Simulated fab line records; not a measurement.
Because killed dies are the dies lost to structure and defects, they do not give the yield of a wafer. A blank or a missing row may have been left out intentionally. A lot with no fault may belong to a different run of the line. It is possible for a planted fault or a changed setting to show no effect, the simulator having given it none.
What tool caused it? -- flow nand_harc -- 13 lots, 37 wafers sampled, at 5 steps of a route of 1302

WHAT EACH GAUGE READ, for each wafer
NHARC_A_SLIT_CD_MEAS_21.
lot,measured,on,cd_nm (nm)
L611,day 19 16:03,cd_sem-02,289.7 290.3 289.1
L612,day 20 13:28,cd_sem-03,287.1 288.5 289.5
L616,day 22 09:39,cd_sem-01,290.4 291.0 290.4
L618,day 22 14:07,cd_sem-03,289.0 290.8 288.4
L617,day 22 14:43,cd_sem-03,288.2 288.4 289.4
L619,day 23 02:18,cd_sem-02,290.3 290.2 291.7
L620,day 23 03:01,cd_sem-02,289.4 290.1 289.9
L624,day 25 15:49,cd_sem-02,289.3 289.5 289.5
L625,day 26 03:35,cd_sem-01,290.1 289.5
L628,day 26 14:03,cd_sem-02,289.1 289.0
L630,day 28 10:35,cd_sem-02,289.9 290.7 290.7
L632,day 29 04:02,cd_sem-01,289.7 289.9 289.2
L633,day 29 19:32,cd_sem-01,290.3 288.7 288.6

NHARC_END_SORT_01.
lot,measured,on,killed_at_array,killed_at_other,killed_at_periphery,killed_dies,killed_open,killed_short
L624,day 30 00:46,prober-02,56 677 63,0 0 0,1 0 1,57 677 64,1 1 4,3 3 1
L625,day 30 14:57,prober-02,58 673,0 0,2 4,60 677,3 3,1 3
L628,day 31 02:09,prober-02,68 675,0 0,8 2,76 677,0 1,5 0

TOOL THAT RAN EACH LOT (tool first, then ch and the chambers of the sampled wafers, then the start)
lot,NHARC_A_WL_FILL_ETCHBACK_16,NHARC_A_WL_FILL_ETCHBACK_26,NHARC_A_WL_FILL_ALD_19
L611,"rie_diel-12 ch 0,1,3, day 20 10:36","rie_si-04 ch 0,1,3, day 20 16:01","ald_metal-01 ch 0,2,3, day 20 16:17"
L612,"rie_diel-04 ch 0,1,2, day 21 11:08","rie_si-02 ch 0,1, day 21 16:35","ald_metal-01 ch 0,1,3, day 21 16:52"
L616,"rie_diel-12 ch 1,3, day 23 05:10","rie_si-04 ch 1,2, day 23 10:36","ald_metal-03 ch 0,3, day 23 10:52"
L618,"rie_diel-12 ch 2,3, day 23 10:43","rie_si-05 ch 0,1,3, day 23 16:01","ald_metal-01 ch 1,3, day 23 16:16"
L617,"rie_diel-10 ch 1,3, day 23 12:59","rie_si-05 ch 1,2,3, day 23 18:17","ald_metal-03 ch 0,2,3, day 23 18:34"
L619,"rie_diel-10 ch 0,2,3, day 23 23:18","rie_si-02 ch 0,1,3, day 24 04:44","ald_metal-04 ch 1,2,3, day 24 05:04"
L620,"rie_diel-12 ch 0,1, day 23 23:20","rie_si-04 ch 0,2,3, day 24 04:43","ald_metal-01 ch 0,1, day 24 04:58"
L624,"rie_diel-10 ch 0,3, day 26 12:50","rie_si-05 ch 2,3, day 26 18:13","ald_metal-03 ch 0,1,3, day 26 18:31"
L625,"rie_diel-10 ch 0,1, day 27 00:44","rie_si-05 ch 1,2, day 27 06:04","ald_metal-04 ch 0,2, day 27 06:19"
L628,"rie_diel-10 ch 1,3, day 27 10:07","rie_si-05 ch 0,1, day 27 15:24","ald_metal-01 ch 2,3, day 27 15:40"
L630,"rie_diel-04 ch 0,2, day 29 09:23","rie_si-05 ch 1,3, day 29 14:43","ald_metal-04 ch 0,3, day 29 14:59"
L632,"rie_diel-12 ch 0,1,2, day 29 22:47","rie_si-05 ch 1,2,3, day 30 04:08","ald_metal-04 ch 1,2, day 30 04:24"
L633,"rie_diel-10 ch 0,1, day 30 15:31","rie_si-04 ch 0,2,3, day 30 20:56","ald_metal-03 ch 0,2,3, day 30 21:13"
- NHARC_A_WL_FILL_ETCHBACK_16: etches the open film in C4F8/O2/Ar, target depth 120 nm, time 24 s.
- NHARC_A_WL_FILL_ETCHBACK_26: etches the open film in HBr, target depth 52 nm, time 13.3 s.
- NHARC_A_WL_FILL_ALD_19: deposits TiN, target thk 2 nm, pulse time 3 s, ald cycles 100.

WHAT THE TOOLS THEMSELVES READ (means of the sampled wafers that have a number; where no wafer has one, the mark that the record gives instead)
NHARC_A_WL_FILL_ETCHBACK_16.
lot,tool,oes_product_au (a.u.),rf_vpp_V (V),run_length_s (s)
L611,rie_diel-12,1.00,723,45.7
L612,rie_diel-04,0.96,727,44.9
L616,rie_diel-12,0.93,724,45.4
L618,rie_diel-12,0.99,721,46.0
L617,rie_diel-10,1.00,723,45.4
L619,rie_diel-10,0.92,723,45.3
L620,rie_diel-12,1.00,726,45.6
L624,rie_diel-10,1.00,722,38.9
L625,rie_diel-10,1.00,728,35.5
L628,rie_diel-10,0.93,724,35.4
L630,rie_diel-04,0.92,728,44.7
L632,rie_diel-12,1.00,723,45.6
L633,rie_diel-10,1.00,730,45.5

NHARC_A_WL_FILL_ETCHBACK_26.
lot,tool,drypump_motor_current_A (A),hbr_flow_sccm (sccm),he_backside_leak_sccm (sccm),oes_product_au (a.u.),run_length_s (s),throttle_valve_pct (%)
L611,rie_si-04,6.0,150.0,2.6,0.996,34.6,23.271
L612,rie_si-02,5.6,150.1,2.6,0.989,34.3,23.267
L616,rie_si-04,6.1,150.1,2.7,1.000,34.3,23.267
L618,rie_si-05,5.2,149.5,2.6,0.995,34.5,23.275
L617,rie_si-05,5.4,149.8,2.8,0.995,34.3,23.262
L619,rie_si-02,6.1,149.6,2.8,0.989,34.2,23.267
L620,rie_si-04,6.1,149.9,2.7,1.007,34.3,23.265
L624,rie_si-05,5.3,149.8,2.9,0.992,33.9,23.269
L625,rie_si-05,5.5,149.6,2.8,1.002,34.4,23.267
L628,rie_si-05,5.3,150.7,2.5,0.992,34.6,23.248
L630,rie_si-05,5.1,150.5,2.6,0.998,34.2,23.265
L632,rie_si-05,5.4,150.0,2.8,1.008,34.3,23.256
L633,rie_si-04,6.1,149.6,2.6,1.011,34.4,23.265

NHARC_A_WL_FILL_ALD_19.
lot,tool,heater_power_w (W),precursor_pulse_height_rel
L611,ald_metal-01,1115,0.997
L612,ald_metal-01,1065,0.992
L616,ald_metal-03,1348,0.989
L618,ald_metal-01,1014,1.010
L617,ald_metal-03,1353,1.014
L619,ald_metal-04,1089,0.970
L620,ald_metal-01,1114,1.002
L624,ald_metal-03,1287,0.994
L625,ald_metal-04,1134,1.006
L628,ald_metal-01,1063,1.009
L630,ald_metal-04,1172,1.006
L632,ald_metal-04,1081,1.004
L633,ald_metal-03,1409,1.005

THE ANSWER, worked out from the rows above alone
Rule: the lots themselves supply what counts as usual. Put in order of their means at a reading, lots are off if they are a third of the lots or fewer, leave a main group of 4 or more, and stand apart from it by a gap of 3 or more times the standard deviation of the main group's means; of several such gaps the widest counts. Not used: any main group whose means are identical at the precision the tables above print for the reading. A lot without any number at a reading at which 4 lots or more have one is off too. Any other lot the step has rows for is counted as sound. Order of review: gauges by route order, followed by the tools' own readings, for which a lot's mean as printed above is used. At the first step where some lot is off, the reading lying furthest off is the one used; lots without a number count as furthest.
Off: L624, L625, L628 (NHARC_A_WL_FILL_ETCHBACK_16, run_length_s). Main group: mean 45.4 s, sd 0.36.
If a tool, at that step or one of the process steps before it, ran each lot that is off and ran no sound lot following the first of them, it fits. None of those tried fits.

WHAT WAS PUT IN BY THE SIMULATOR
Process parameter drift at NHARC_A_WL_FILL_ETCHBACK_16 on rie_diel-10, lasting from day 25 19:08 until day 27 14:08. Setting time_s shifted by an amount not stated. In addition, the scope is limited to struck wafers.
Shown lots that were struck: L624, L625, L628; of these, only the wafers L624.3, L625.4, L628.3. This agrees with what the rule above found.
